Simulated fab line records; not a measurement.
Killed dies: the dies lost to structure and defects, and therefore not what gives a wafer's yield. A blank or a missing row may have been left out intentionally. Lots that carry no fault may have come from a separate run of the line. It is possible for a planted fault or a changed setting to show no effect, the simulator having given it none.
Struck lot and sound lot, side by side | flow n5-finfet | 32 out of 1938 route steps
Sound: these wafers, L974.1, L974.3, L974.6. Struck: wafer L978.5 (left out: L978.3, a lot-mate that was not struck); the cause follows at the end.
Each step with rows lists, per side, the tool, then ch with its chambers, then its first start. Under that, the readings that differ: sound wafers | struck wafers | difference of the means | sigmas: that difference in standard deviations of wafers without a fault.
alike: readings with means less than 2 such deviations apart, plus words and numbers identical on both sides. not compared: withheld readings, readings lacking a value on some wafer, bounds such as >300 that could conceal the same value, and numbers that have no deviation in the record and whose values overlap.
A row with sigmas, a row that says differs or no value, or rows on one side alone: a step with any of these is where the two part. Non-overlapping numbers with no deviation appear without sigmas and do not part them. A reading that every wafer of one side lacks parts them only if that side has two wafers or more.

first, 10 steps without rows for these wafers: N5_DUMMY_GATE_ETCH_44 (etches poly-Si in HBr/O2, stops on SiO2, target depth 127.5 nm); N5_DUMMY_GATE_ETCH_42 (etches SiO2 in CHF3/O2, target depth 3.5 nm, time 31 s); N5_DUMMY_GATE_STRIP_48 (strips in N2/H2, time 20 s); N5_DUMMY_GATE_PRECLEAN_33 (cleans in dHF, time 10 s); N5_DUMMY_GATE_PRECLEAN_25 (cleans in O3/DIW, time 45 s); N5_DUMMY_GATE_PRECLEAN_51 (cleans in SC2, time 45 s); N5_DUMMY_GATE_SRD_26 (time 30 s); N5_DUMMY_GATE_UV_OZONE_45 (time 120 s); N5_SPACER0_ALD_07 (deposits SiNx, target thk 2 nm); N5_SPACER0_ALD_00 (deposits SiOCN, target thk 3.5 nm, pulse time 3 s, purge time 2 s).
N5_SPACER0_ALD_08: deposits SiNx, target thk 2 nm.
  sound on ald-sin-03 ch 1,3, day 4 23:38; struck on ald-sin-03 ch 3, day 6 00:21
  reading                                  | sound | struck | difference | sigmas
  model.SiNx_of_SPACER0_ALD_08.thk-nm (nm) | 2 2 2 | 2.6    | +0.6       |
  alike: heater-power-w
  not compared: since-wet-clean-h
then, 18 steps without rows for these wafers: N5_SD_EPI_N_COAT_32 (time 60 s, resist thk 350 nm); N5_SD_EPI_N_COAT_33 (time 60 s, resist thk 35 nm); N5_SD_EPI_N_COAT_03 (resist thk 150 nm); N5_SD_EPI_N_EBR_05; N5_SD_EPI_N_SOFTBAKE_04 (time 60 s); N5_SD_EPI_N_EXPOSE_06 (exposes mask SD N BLK, target cd 120 nm); N5_SD_EPI_N_PEB_07 (peb time 60 s); N5_SD_EPI_N_DEVELOP_08 (develop time 30 s); N5_SD_EPI_N_DESCUM_14 (chemistry O2, time 7.9 s); N5_SD_EPI_N_ETCH_34 (etches SiARC in CF4, target depth 45.5 nm, time 75.8 s); N5_SD_EPI_N_ETCH_35 (etches SOC in N2/H2, overetch 108 nm, time 486 s); N5_SD_EPI_N_STRIP_36 (strips in N2/H2); N5_SD_EPI_N_ETCHBACK_44 (etches SiNx in CH3F/O2, stops on SiO2, target depth 14.5 nm); N5_SD_EPI_N_ETCH_45 (etches SiOCN in CH3F/O2, target depth 6 nm); N5_SD_EPI_N_ETCH_16 (etches SiO2 in CHF3/O2, target depth 5 nm); N5_SD_EPI_N_STRIP_47 (strips in CHF3/O2); N5_SD_EPI_N_SD_RECESS_17 (chemistry HBr/Cl2/O2, target depth 41 nm, time 23.7 s, bt time 3 s); N5_SD_EPI_N_STRIP_38 (strips in N2/H2).
N5_SD_EPI_N_WET_ETCH_43: etches SiO2 in dHF, time 14 s, target depth 1.5 nm.
  sound on wet-bench-05 ch 0,1,2, day 5 01:09; struck on wet-bench-03 ch 6, day 6 01:52
  reading                                  | sound       | struck | difference | sigmas
  model.SiNx_of_SPACER0_ALD_08.thk-nm (nm) | 1.6 1.6 1.6 | 2.2    | +0.6       |
then, 1 step without rows for these wafers: N5_SD_EPI_N_STRIP_18 (strips in SPM, time 750 s).
N5_PASSIVATION_PROBE_49:
  rows exist in the record for the sound wafers here (prober-01, day 14 19:29), none for the struck ones

## WHERE THEY PART
At N5_PASSIVATION_PROBE_49 and nowhere else, as far as this record goes.

WHY: what had been put in by the simulator
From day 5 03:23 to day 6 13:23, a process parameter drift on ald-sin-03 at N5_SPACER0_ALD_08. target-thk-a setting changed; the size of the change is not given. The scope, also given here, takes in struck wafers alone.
